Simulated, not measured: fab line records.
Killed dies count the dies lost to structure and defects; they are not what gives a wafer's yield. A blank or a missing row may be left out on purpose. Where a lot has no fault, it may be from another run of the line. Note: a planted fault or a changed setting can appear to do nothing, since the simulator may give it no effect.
Which tool is to blame? ; flow n5-finfet ; 24 lots, 72 wafers sampled, at 4 steps of a route of 1938

## WHAT THE GAUGES SHOWED, per wafer
N5_BEOL_M12_OVL_MEAS_11. Usual: for V11_OVL the level is -2 nm and the standard deviation is 5.7.
lot;measured;on;V11_OVL (nm);flag
L074;day 10 03:07;overlay-01;-3 -4 1;
L076;day 10 19:27;overlay-02;-2 -4 5;
L075;day 10 20:55;overlay-01;-11 0 -3;
L079;day 11 04:45;overlay-02;-14 -9 -4;
L077;day 11 04:55;overlay-01;-1 -7 -9;
L078;day 11 05:20;overlay-02;-1 4 7;
L081;day 11 22:10;overlay-01;-3 1 -5;
L080;day 12 05:10;overlay-01;-5 3 -2;
L082;day 12 07:10;overlay-02;-12 -5 -21;
L084;day 12 22:50;overlay-01;4 1 6;
L083;day 13 02:14;overlay-02;-2 5 8;
L085;day 13 04:16;overlay-01;5 8 -2;
L086;day 13 09:56;overlay-01;-15 -6 -9;
L088;day 14 03:26;overlay-01;4 -2 -2;
L087;day 14 03:59;overlay-02;-4 -3 -6;
L089;day 14 15:16;overlay-01;4 7 9;
L091;day 14 16:54;overlay-01;2 -4 -6;
L093;day 14 19:48;overlay-01;-5 -8 -8;
L090;day 14 19:50;overlay-01;2 1 -5;
L092;day 14 23:21;overlay-01;-3 -2 -3;
L094;day 15 13:23;overlay-01;-2 1 -1;
L095;day 15 23:42;overlay-02;-15 -10 -6;
L096;day 16 00:28;overlay-02;-5 -1 -3;
L097;day 16 06:14;overlay-01;-6 -5 0;

## WHAT TOOL EACH LOT RAN ON (gives the tool, then ch and the chambers of the sampled wafers, and finally the start)
lot;N5_BEOL_M11_STRIP_67;N5_BEOL_M11_DEGAS_44;N5_BEOL_M11_CMP_52
L074;rie-diel-02 ch 1,2,3, day 9 21:02;pvd-sputter-02, day 10 00:47;cmp-03 ch 1,2,3, day 10 02:02
L076;rie-diel-02 ch 0,2, day 10 12:40;pvd-sputter-01, day 10 16:28;cmp-02 ch 0,1, day 10 18:22
L075;rie-diel-02 ch 0,1,2, day 10 15:20;pvd-sputter-02, day 10 18:16;cmp-01 ch 1,2,3, day 10 19:51
L079;rie-diel-05 ch 1,2,3, day 10 22:20;pvd-sputter-02, day 11 02:24;cmp-01 ch 0,2, day 11 03:43
L077;rie-diel-02 ch 2,3, day 10 22:40;pvd-sputter-02, day 11 02:29;cmp-03 ch 1,2, day 11 03:49
L078;rie-diel-04 ch 1,2,3, day 11 00:34;pvd-sputter-03, day 11 02:59;cmp-01 ch 0,2,3, day 11 04:23
L081;rie-diel-04 ch 0,1, day 11 16:19;pvd-sputter-03, day 11 19:46;cmp-02 ch 1,2,3, day 11 21:10
L080;rie-diel-05 ch 0,2,3, day 11 23:22;pvd-sputter-02, day 12 02:56;cmp-03 ch 0,1,3, day 12 04:08
L082;rie-diel-02 ch 0,2, day 12 00:28;pvd-sputter-02, day 12 04:18;cmp-03 ch 2,3, day 12 06:06
L084;rie-diel-05 ch 0,3, day 12 15:17;pvd-sputter-02, day 12 20:11;cmp-02 ch 0,1,3, day 12 21:50
L083;rie-diel-02 ch 1,2, day 12 21:02;pvd-sputter-03, day 12 23:18;cmp-02 ch 0,2,3, day 13 01:17
L085;rie-diel-02 ch 1,2, day 12 23:41;pvd-sputter-02, day 13 01:59;cmp-02 ch 0,1,3, day 13 03:22
L086;rie-diel-05 ch 0,2,3, day 13 02:48;pvd-sputter-02, day 13 05:17;cmp-02 ch 0,1, day 13 08:59
L088;rie-diel-04 ch 0,1,3, day 13 22:13;pvd-sputter-03, day 14 01:22;cmp-01 ch 0,1,3, day 14 02:31
L087;rie-diel-02 ch 0,2, day 13 22:14;pvd-sputter-02, day 14 01:32;cmp-01 ch 1,2,3, day 14 02:59
L089;rie-diel-05 ch 1,2, day 14 09:25;pvd-sputter-03, day 14 12:49;cmp-03 ch 0,2, day 14 14:10
L091;rie-diel-05 ch 2,3, day 14 11:21;pvd-sputter-01, day 14 14:13;cmp-02 ch 0,1,3, day 14 15:54
L093;rie-diel-04 ch 0,1,2, day 14 13:50;pvd-sputter-03, day 14 17:14;cmp-01 ch 0,1,3, day 14 18:50
L090;rie-diel-04 ch 0,2,3, day 14 14:05;pvd-sputter-03, day 14 17:37;cmp-02 ch 0,1,3, day 14 18:49
L092;rie-diel-05 ch 0,1,3, day 14 18:45;pvd-sputter-01, day 14 21:07;cmp-02 ch 0,1,3, day 14 22:19
L094;rie-diel-05 ch 1,2,3, day 15 07:51;pvd-sputter-03, day 15 10:37;cmp-01 ch 1,2,3, day 15 12:19
L095;rie-diel-04 ch 1,2,3, day 15 17:51;pvd-sputter-02, day 15 20:49;cmp-01 ch 1,2,3, day 15 22:40
L096;rie-diel-05 ch 1,3, day 15 18:57;pvd-sputter-02, day 15 21:16;cmp-01 ch 0,2,3, day 15 23:34
L097;rie-diel-04 ch 0,3, day 16 00:40;pvd-sputter-03, day 16 03:29;cmp-03 ch 0,2,3, day 16 05:14
- N5_BEOL_M11_STRIP_67: strips in CF4.
- N5_BEOL_M11_DEGAS_44: time 60 s.
- N5_BEOL_M11_CMP_52: polishes, stops on SiCOH lowk, t overpolish 7 s, target thk 140 nm.

## AS READ BY THE TOOLS THEMSELVES (means over the sampled wafers that have a number; for cases with no such wafer, the mark the record gives instead)
N5_BEOL_M11_STRIP_67. Usual: drypump-motor-current-A 5.8 A, standard deviation 0.41; oes-product-au 0.76 a.u., standard deviation 0.075; rf-vpp-V 270.8 V, standard deviation 1.4; showerhead-plenum-p-Torr 1.79 Torr, standard deviation 0.049; throttle-valve-pct 13.67 %, standard deviation 0.26.
lot;tool;drypump-motor-current-A (A);oes-product-au (a.u.);rf-vpp-V (V);showerhead-plenum-p-Torr (Torr);throttle-valve-pct (%);flag
L074;rie-diel-02;6.0;0.73;271.9;1.79;13.73;
L076;rie-diel-02;6.1;0.72;271.0;1.83;13.82;
L075;rie-diel-02;6.0;0.73;271.1;1.78;13.83;
L079;rie-diel-05;5.9;0.72;270.5;1.82;13.67;
L077;rie-diel-02;6.0;0.71;271.2;1.80;13.63;
L078;rie-diel-04;5.6;0.84;270.7;1.78;13.42;
L081;rie-diel-04;5.2;0.80;269.7;1.78;13.64;
L080;rie-diel-05;5.8;0.76;272.0;1.81;13.69;
L082;rie-diel-02;5.9;0.71;271.3;1.79;13.84;
L084;rie-diel-05;6.0;0.78;270.9;1.80;13.78;
L083;rie-diel-02;6.1;0.73;269.9;1.77;13.88;
L085;rie-diel-02;6.2;0.72;271.6;1.81;13.86;
L086;rie-diel-05;5.8;0.74;271.0;1.81;13.72;
L088;rie-diel-04;5.2;0.82;270.3;1.76;13.45;
L087;rie-diel-02;5.9;0.70;271.6;1.79;13.87;
L089;rie-diel-05;6.0;0.85;272.8;1.85;13.35;
L091;rie-diel-05;5.6;0.71;271.7;1.80;13.67;
L093;rie-diel-04;5.5;0.74;271.4;1.76;13.77;
L090;rie-diel-04;5.6;0.77;270.1;1.74;13.57;
L092;rie-diel-05;6.1;0.81;271.3;1.81;13.62;
L094;rie-diel-05;5.9;0.78;271.5;1.81;13.55;
L095;rie-diel-04;5.6;0.80;270.4;1.78;13.49;
L096;rie-diel-05;6.2;0.85;270.7;1.81;13.41;
L097;rie-diel-04;5.2;0.76;268.9;1.72;13.57;

N5_BEOL_M11_DEGAS_44. Usual: heater-power-w at 353 W, with a standard deviation of 44.
lot;tool;heater-power-w (W);flag
L074;pvd-sputter-02;355;
L076;pvd-sputter-01;362;
L075;pvd-sputter-02;322;
L079;pvd-sputter-02;380;
L077;pvd-sputter-02;325;
L078;pvd-sputter-03;362;
L081;pvd-sputter-03;387;
L080;pvd-sputter-02;379;
L082;pvd-sputter-02;381;
L084;pvd-sputter-02;415;
L083;pvd-sputter-03;350;
L085;pvd-sputter-02;322;
L086;pvd-sputter-02;360;
L088;pvd-sputter-03;331;
L087;pvd-sputter-02;349;
L089;pvd-sputter-03;363;
L091;pvd-sputter-01;302;
L093;pvd-sputter-03;335;
L090;pvd-sputter-03;344;
L092;pvd-sputter-01;288;
L094;pvd-sputter-03;345;
L095;pvd-sputter-02;412;
L096;pvd-sputter-02;355;
L097;pvd-sputter-03;355;

N5_BEOL_M11_CMP_52. Usual: barrier-field-endpoint-s 28.8 s, standard deviation 0.64; edge-zone-pressure-frac 1.000, standard deviation 0.0046; motor-current-A 6.2 A, standard deviation 0.57; overpolish-run-s 7.000 s, standard deviation 0.0091; time-to-endpoint-s 66 s, standard deviation 3.5.
lot;tool;barrier-field-endpoint-s (s);edge-zone-pressure-frac;motor-current-A (A);overpolish-run-s (s);time-to-endpoint-s (s);flag
L074;cmp-03;27.8;1.000;5.9;7.006;59;
L076;cmp-02;29.3;0.997;6.3;6.997;70;
L075;cmp-01;28.6;0.998;6.6;6.999;66;
L079;cmp-01;29.3;1.000;6.7;7.004;67;
L077;cmp-03;28.3;0.997;6.0;7.001;63;
L078;cmp-01;29.6;0.996;6.6;6.995;67;
L081;cmp-02;28.3;1.000;6.2;6.991;65;
L080;cmp-03;28.6;1.002;5.8;7.011;67;
L082;cmp-03;28.9;1.000;6.1;7.002;63;
L084;cmp-02;28.3;1.001;6.2;7.000;66;
L083;cmp-02;28.1;1.006;6.2;6.999;62;
L085;cmp-02;28.6;1.001;6.2;6.990;65;
L086;cmp-02;29.2;0.999;6.3;6.995;65;
L088;cmp-01;28.4;0.999;6.0;7.000;63;
L087;cmp-01;28.8;1.000;6.5;6.996;67;
L089;cmp-03;29.3;1.001;6.5;6.999;69;
L091;cmp-02;28.3;1.003;6.1;7.005;65;
L093;cmp-01;29.4;1.004;6.2;7.005;65;
L090;cmp-02;28.8;0.998;6.1;6.998;65;
L092;cmp-02;28.9;0.999;6.2;7.000;70;
L094;cmp-01;29.2;1.003;6.3;6.996;70;
L095;cmp-01;29.3;1.001;6.4;7.000;71;
L096;cmp-01;29.0;0.997;6.7;7.002;69;
L097;cmp-03;28.5;1.003;6.0;6.994;62;

## THE ANSWER, worked out from the rows above alone
Rule: take the mean of a lot's wafers that have a number; if it is more than 3 standard deviations from the usual mean, the lot is off. A lot without any number at a reading at which 4 lots or more have one is off too. The other lots that the step has rows for count as sound. First the gauges in route order, then the tools' own readings, where a lot's mean is used as printed above. The first step at which some lot is off is used, and at that step the reading that is off furthest; a lot without a number counts as furthest.
None of the lots is off at any reading shown; this tells nothing.

## WHAT THE SIMULATOR HAD INSERTED
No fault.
